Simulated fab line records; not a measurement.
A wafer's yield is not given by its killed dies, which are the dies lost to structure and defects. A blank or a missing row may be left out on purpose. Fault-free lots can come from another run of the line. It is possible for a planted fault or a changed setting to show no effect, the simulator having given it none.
8D (eight disciplines) problem report, filled in by code ; flow n5Finfet ; the parts of the form that need people (team, actions taken, sign-off) are left out

1. THE PROBLEM
Wafers without a fault read 165.1 s with a standard deviation of 0.37, while runLengthS at N5_BEOL_M8_CVD_78 averages 98.4 s across 2 wafers of 1 lot. So: -99 or more standard deviations from the usual mean.
The step: deposits Co from CCTBA/H2, target thk 2 nm, time 142.3 s.
The first sign was on wafer L613.5 at day 12 18:52, on cvdCo-02. At this step, 30 wafers from 10 lots have a number in the record. By rule, "out" or "out of limits" means more than 4 standard deviations away from the usual mean. The other wafers with a number count as sound.

2. WHAT IT IS, WHAT IT ISN'T
question;is;is not
which readings at this step;runLengthS;-
which lots;L613;L601, L603, L604, L605, L606, L607, L608, L622, L623
which wafers of those lots;L613.5, L613.6;L613.1
read on which tools;cvdCo-02;cvdCo-01
when;from day 12 18:52;"up to then (22 sound wafers); but 6 sound wafers of L622, L623 came after"

3. SUSPECTS, AND WHAT RULES EACH OUT
Counting: if a tool at a process step up to the reading ran every lot that is out, it stays a suspect. Sound lots after the first of them don't rule it out here, since some wafers of a struck lot are sound.
- rieDiel-03 at N5_BEOL_M8_ETCH_65 (etches SiARC in CF4, target depth 15.6 nm, time 26 s): kept. The lot that is out, L613, ran on it at day 12 17:10; the last sound lot it ran before that was L607, at day 10 18:32.
- rieDiel-03 at N5_BEOL_M8_STRIP_36 (strips in N2/H2): kept. The lot that is out, L613, ran on it at day 12 17:20; the last sound lot it ran before that was L607, at day 10 18:43.
- cvdCo-02 at N5_BEOL_M8_CVD_78 (deposits Co from CCTBA/H2, target thk 2 nm, time 142.3 s): kept. The lot that is out, L613, ran on it at day 12 18:52; the last sound lot it ran before that was L608, at day 10 23:16. Its own readings are out on those wafers: runLengthS.
- Within cvdCo-02 at N5_BEOL_M8_CVD_78: the wafers that are out ran in chambers 0, 1; their sound lot-mates ran in chamber 2.
The count leaves rieDiel-03 at N5_BEOL_M8_ETCH_65, rieDiel-03 at N5_BEOL_M8_STRIP_36, and cvdCo-02 at N5_BEOL_M8_CVD_78.

4. THE CAUSE (what the simulator had put in)
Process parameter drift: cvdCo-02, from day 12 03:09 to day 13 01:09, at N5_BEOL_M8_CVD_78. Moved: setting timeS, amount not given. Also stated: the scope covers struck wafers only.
This tool is one of the 3 suspects left after counting.

5. THE EFFECT CHAIN, in route order
Rows list readings where the struck wafers' mean (over those with a number) sits beyond 3 standard deviations from the usual. Scope: only readings with a usual standard deviation given in the record; hours: median across lots of the time from each lot's start at the first step in this table that gives one to its start at this step; sigmas: change in usual standard deviations.
hours;step;reading;usual;on struck wafers;change;sigmas
0;N5_BEOL_M8_CVD_78;runLengthS;165.1 s;98.4;-66.7;-99 or more
Process steps it contains:
- N5_BEOL_M8_CVD_78: deposits Co from CCTBA/H2, target thk 2 nm, time 142.3 s.
Later steps that measure or inspect, where all struck wafers having a row at the step show a number for every such reading and not one has moved that far: N5_BEOL_M8_RS_MEAS_57.

6. WHAT WOULD HAVE CAUGHT IT SOONER
In this record no reading fell out of limits until day 12 18:52, 16 hours after the fault had begun at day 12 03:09.
